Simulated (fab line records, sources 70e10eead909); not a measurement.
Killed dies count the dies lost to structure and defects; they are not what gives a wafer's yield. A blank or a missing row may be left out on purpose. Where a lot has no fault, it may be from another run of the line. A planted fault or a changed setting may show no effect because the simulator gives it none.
Matching of chambers || flow nand harc || rie si-02 running NHARC_A_CHANNEL_FILL_D2_ETCHBACK_19: 4 sister chambers
The step etches the open film in HBr/Cl2, target depth 5 nm, time 1.7 s. 18 wafers are shown with their chamber, then 9 later ones without.

== EACH WAFER AND ITS CHAMBER ==
{"wafer": "L075.2", "chamber": 1, "drypump motor current A (A)": 6.0, "oes product au (a.u.)": 1.015, "rf fwd power W (W)": 390.2}
{"wafer": "L075.3", "chamber": 3, "drypump motor current A (A)": 6.3, "oes product au (a.u.)": 1.012, "rf fwd power W (W)": 389.7}
{"wafer": "L075.5", "chamber": 3, "drypump motor current A (A)": 6.3, "oes product au (a.u.)": 0.994, "rf fwd power W (W)": 389.5}
{"wafer": "L076.3", "chamber": 0, "drypump motor current A (A)": 5.9, "oes product au (a.u.)": 1.011, "rf fwd power W (W)": 389.6}
{"wafer": "L076.5", "chamber": 3, "drypump motor current A (A)": 6.3, "oes product au (a.u.)": 0.993, "rf fwd power W (W)": 391.9}
{"wafer": "L076.6", "chamber": 2, "drypump motor current A (A)": 5.3, "oes product au (a.u.)": 0.990, "rf fwd power W (W)": 388.5}
{"wafer": "L080.2", "chamber": 2, "drypump motor current A (A)": 5.3, "oes product au (a.u.)": 0.985, "rf fwd power W (W)": 388.7}
{"wafer": "L080.4", "chamber": 1, "drypump motor current A (A)": 5.9, "oes product au (a.u.)": 1.017, "rf fwd power W (W)": 389.6}
{"wafer": "L080.6", "chamber": 2, "drypump motor current A (A)": 5.3, "oes product au (a.u.)": 0.994, "rf fwd power W (W)": 390.4}
{"wafer": "L081.1", "chamber": 3, "drypump motor current A (A)": 6.2, "oes product au (a.u.)": 1.000, "rf fwd power W (W)": 391.9}
{"wafer": "L081.2", "chamber": 1, "drypump motor current A (A)": 6.0, "oes product au (a.u.)": 1.015, "rf fwd power W (W)": 391.2}
{"wafer": "L081.3", "chamber": 2, "drypump motor current A (A)": 5.3, "oes product au (a.u.)": 1.002, "rf fwd power W (W)": 388.8}
{"wafer": "L083.3", "chamber": 2, "drypump motor current A (A)": 5.3, "oes product au (a.u.)": 0.986, "rf fwd power W (W)": 389.3}
{"wafer": "L083.4", "chamber": 1, "drypump motor current A (A)": 5.9, "oes product au (a.u.)": 1.022, "rf fwd power W (W)": 392.4}
{"wafer": "L083.5", "chamber": 0, "drypump motor current A (A)": 6.0, "oes product au (a.u.)": 1.023, "rf fwd power W (W)": 389.2}
{"wafer": "L086.1", "chamber": 3, "drypump motor current A (A)": 6.3, "oes product au (a.u.)": 1.007, "rf fwd power W (W)": 388.6}
{"wafer": "L086.2", "chamber": 2, "drypump motor current A (A)": 5.3, "oes product au (a.u.)": 0.995, "rf fwd power W (W)": 391.1}
{"wafer": "L086.5", "chamber": 2, "drypump motor current A (A)": 5.3, "oes product au (a.u.)": 0.995, "rf fwd power W (W)": 388.8}

SIGNATURES (averages over the wafers above)
{"reading": "drypump motor current A", "chamber 0": 5.950, "chamber 1": 5.950, "chamber 2": 5.300, "chamber 3": 6.280, "scatter within a chamber": 0.0405}
{"reading": "oes product au", "chamber 0": 1.01700, "chamber 1": 1.01725, "chamber 2": 0.99243, "chamber 3": 1.00120, "scatter within a chamber": 0.00647}
{"reading": "rf fwd power W", "chamber 0": 389.400, "chamber 1": 390.850, "chamber 2": 389.371, "chamber 3": 390.320, "scatter within a chamber": 1.18}
Rule: for a wafer and a chamber, the distance is found by dividing, reading by reading, the gap between the wafer's reading and the chamber's mean by the reading's scatter, squaring, summing and taking the root. If the next closest chamber is less than 2 further off than the closest, the wafer can't be placed; otherwise it belongs to the closest. How the scatter is found: for the shown wafers, subtract from each reading the mean of its chamber, square and add these, divide the total by (wafers less chambers), then take the root.

== WAFERS MISSING THEIR CHAMBER ==
{"wafer": "L090.1", "drypump motor current A (A)": 6.0, "oes product au (a.u.)": 1.019, "rf fwd power W (W)": 388.5}
{"wafer": "L090.4", "drypump motor current A (A)": 6.3, "oes product au (a.u.)": 1.001, "rf fwd power W (W)": 390.0}
{"wafer": "L090.5", "drypump motor current A (A)": 6.0, "oes product au (a.u.)": 1.012, "rf fwd power W (W)": 390.4}
{"wafer": "L094.1", "drypump motor current A (A)": 6.0, "oes product au (a.u.)": 1.018, "rf fwd power W (W)": 389.3}
{"wafer": "L094.2", "drypump motor current A (A)": 6.0, "oes product au (a.u.)": 1.016, "rf fwd power W (W)": 390.4}
{"wafer": "L094.5", "drypump motor current A (A)": 6.0, "oes product au (a.u.)": 1.007, "rf fwd power W (W)": 391.8}
{"wafer": "L097.1", "drypump motor current A (A)": 6.0, "oes product au (a.u.)": 1.015, "rf fwd power W (W)": 389.8}
{"wafer": "L097.3", "drypump motor current A (A)": 6.0, "oes product au (a.u.)": 1.003, "rf fwd power W (W)": 390.3}
{"wafer": "L097.6", "drypump motor current A (A)": 6.2, "oes product au (a.u.)": 1.008, "rf fwd power W (W)": 391.2}

== WHICH CHAMBER EACH ONE RAN IN ==
{"wafer": "L090.1", "from the rows above": "can't be placed: 0 or 1", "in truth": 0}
{"wafer": "L090.4", "from the rows above": 3, "in truth": 3}
{"wafer": "L090.5", "from the rows above": "can't be placed: 1 or 0", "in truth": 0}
{"wafer": "L094.1", "from the rows above": "can't be placed: 0 or 1", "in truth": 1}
{"wafer": "L094.2", "from the rows above": "can't be placed: 1 or 0", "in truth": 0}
{"wafer": "L094.5", "from the rows above": "can't be placed: 1 or 0", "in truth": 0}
{"wafer": "L097.1", "from the rows above": "can't be placed: 0 or 1", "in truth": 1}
{"wafer": "L097.3", "from the rows above": "can't be placed: 1 or 0", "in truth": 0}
{"wafer": "L097.6", "from the rows above": 3, "in truth": 3}
2 of 9 placed correctly. Not placeable from these rows: 7 (in 7, the candidates include the true chamber). 0 placed wrongly.
